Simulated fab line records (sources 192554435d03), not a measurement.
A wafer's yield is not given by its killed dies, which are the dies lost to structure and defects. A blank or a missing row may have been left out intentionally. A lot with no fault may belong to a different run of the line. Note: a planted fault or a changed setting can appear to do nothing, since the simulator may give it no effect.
Which tool did it? :: flow n5 finfet :: 10 lots with 30 wafers sampled at 2 steps, on a route of 1938 steps

## WHAT EACH GAUGE READ, for each wafer
N5_BEOL_M9_CD_MEAS_28 targets a cd of 70 nm.
lot: L192
measured: day 11 00:21
on: cd sem-02
cd nm (nm): 70.10 70.06 69.75

lot: L193
measured: day 12 04:01
on: cd sem-03
cd nm (nm): 69.47 69.85 69.87

lot: L199
measured: day 12 12:48
on: cd sem-01
cd nm (nm): 69.90 70.36 70.35

lot: L197
measured: day 12 21:58
on: cd sem-03
cd nm (nm): 69.98 69.94 70.03

lot: L200
measured: day 13 17:46
on: cd sem-02
cd nm (nm): 69.87 70.04 69.88

lot: L201
measured: day 13 22:20
on: cd sem-01
cd nm (nm): 69.88 70.17 69.76

lot: L202
measured: day 14 15:09
on: cd sem-01
cd nm (nm): 70.10 69.62 70.28

lot: L212
measured: day 17 10:02
on: cd sem-03
cd nm (nm): 69.98 69.67 69.68

lot: L214
measured: day 17 17:19
on: cd sem-01
cd nm (nm): 69.76 69.80 69.71

lot: L213
measured: day 18 05:08
on: cd sem-03
cd nm (nm): 69.77 70.20 69.96

## EACH LOT AND THE TOOL THAT RAN IT (in order: tool; ch and the chambers of the sampled wafers; start)
lot: L192
N5_BEOL_M9_STRIP_67: rie diel-04 ch 2,3, day 10 20:02

lot: L193
N5_BEOL_M9_STRIP_67: rie diel-01 ch 2,3, day 12 02:45

lot: L199
N5_BEOL_M9_STRIP_67: rie diel-04 ch 0,2,3, day 12 10:29

lot: L197
N5_BEOL_M9_STRIP_67: rie diel-01 ch 1,2,3, day 12 19:30

lot: L200
N5_BEOL_M9_STRIP_67: rie diel-01 ch 0,2,3, day 13 15:05

lot: L201
N5_BEOL_M9_STRIP_67: rie diel-01 ch 0,1,3, day 13 19:34

lot: L202
N5_BEOL_M9_STRIP_67: rie diel-02 ch 0,2,3, day 14 13:10

lot: L212
N5_BEOL_M9_STRIP_67: rie diel-04 ch 0,2, day 17 08:23

lot: L214
N5_BEOL_M9_STRIP_67: rie diel-04 ch 1,2,3, day 17 15:31

lot: L213
N5_BEOL_M9_STRIP_67: rie diel-04 ch 0,2,3, day 18 03:35
- N5_BEOL_M9_STRIP_67: strips in CF4.

## AS READ BY THE TOOLS THEMSELVES (means over the sampled wafers that have a number; for cases with no such wafer, the mark the record gives instead)
N5_BEOL_M9_STRIP_67.
lot: L192
tool: rie diel-04
drypump motor current A (A): 5.6
oes product au (a.u.): 0.72
rf vpp V (V): 271.1
showerhead plenum p Torr (Torr): 1.78
throttle valve pct (%): 13.65

lot: L193
tool: rie diel-01
drypump motor current A (A): 4.7
oes product au (a.u.): 0.73
rf vpp V (V): 271.6
showerhead plenum p Torr (Torr): 1.83
throttle valve pct (%): 13.64

lot: L199
tool: rie diel-04
drypump motor current A (A): 5.7
oes product au (a.u.): 0.79
rf vpp V (V): 271.4
showerhead plenum p Torr (Torr): 1.80
throttle valve pct (%): 13.58

lot: L197
tool: rie diel-01
drypump motor current A (A): 5.2
oes product au (a.u.): 0.81
rf vpp V (V): 271.6
showerhead plenum p Torr (Torr): 1.83
throttle valve pct (%): 13.60

lot: L200
tool: rie diel-01
drypump motor current A (A): 5.0
oes product au (a.u.): 0.72
rf vpp V (V): 271.9
showerhead plenum p Torr (Torr): 1.83
throttle valve pct (%): 13.64

lot: L201
tool: rie diel-01
drypump motor current A (A): 5.3
oes product au (a.u.): 0.80
rf vpp V (V): 272.6
showerhead plenum p Torr (Torr): 1.85
throttle valve pct (%): 13.52

lot: L202
tool: rie diel-02
drypump motor current A (A): 5.1
oes product au (a.u.): 0.75
rf vpp V (V): 272.2
showerhead plenum p Torr (Torr): 1.86
throttle valve pct (%): 13.73

lot: L212
tool: rie diel-04
drypump motor current A (A): 5.9
oes product au (a.u.): 0.91
rf vpp V (V): 271.9
showerhead plenum p Torr (Torr): 1.80
throttle valve pct (%): 13.43

lot: L214
tool: rie diel-04
drypump motor current A (A): 5.7
oes product au (a.u.): 0.85
rf vpp V (V): 271.5
showerhead plenum p Torr (Torr): 1.81
throttle valve pct (%): 13.41

lot: L213
tool: rie diel-04
drypump motor current A (A): 5.8
oes product au (a.u.): 0.84
rf vpp V (V): 271.6
showerhead plenum p Torr (Torr): 1.79
throttle valve pct (%): 13.49

## THE ANSWER, worked out from the rows above alone
Rule: usual is defined by the lots themselves. The widest of any qualifying gaps counts: lots, ordered by their means at a reading, are off when they make up no more than a third of the lots, leave a main group of 4 or more, and stand apart from it by 3 or more times the standard deviation of that group's means. A main group whose means are all the same, to the digits that the tables above print for the reading, isn't used. Also off: a lot with no number at a reading for which 4 or more lots have one. The other lots that the step has rows for count as sound. Order of review: gauges by route order, followed by the tools' own readings, for which a lot's mean as printed above is used. The first step at which some lot is off is used, and at that step the reading that is off furthest; a lot without a number counts as furthest.
No lot is off on any of the readings shown, so nothing can be concluded from this.

## WHAT THE SIMULATOR HAD PUT IN
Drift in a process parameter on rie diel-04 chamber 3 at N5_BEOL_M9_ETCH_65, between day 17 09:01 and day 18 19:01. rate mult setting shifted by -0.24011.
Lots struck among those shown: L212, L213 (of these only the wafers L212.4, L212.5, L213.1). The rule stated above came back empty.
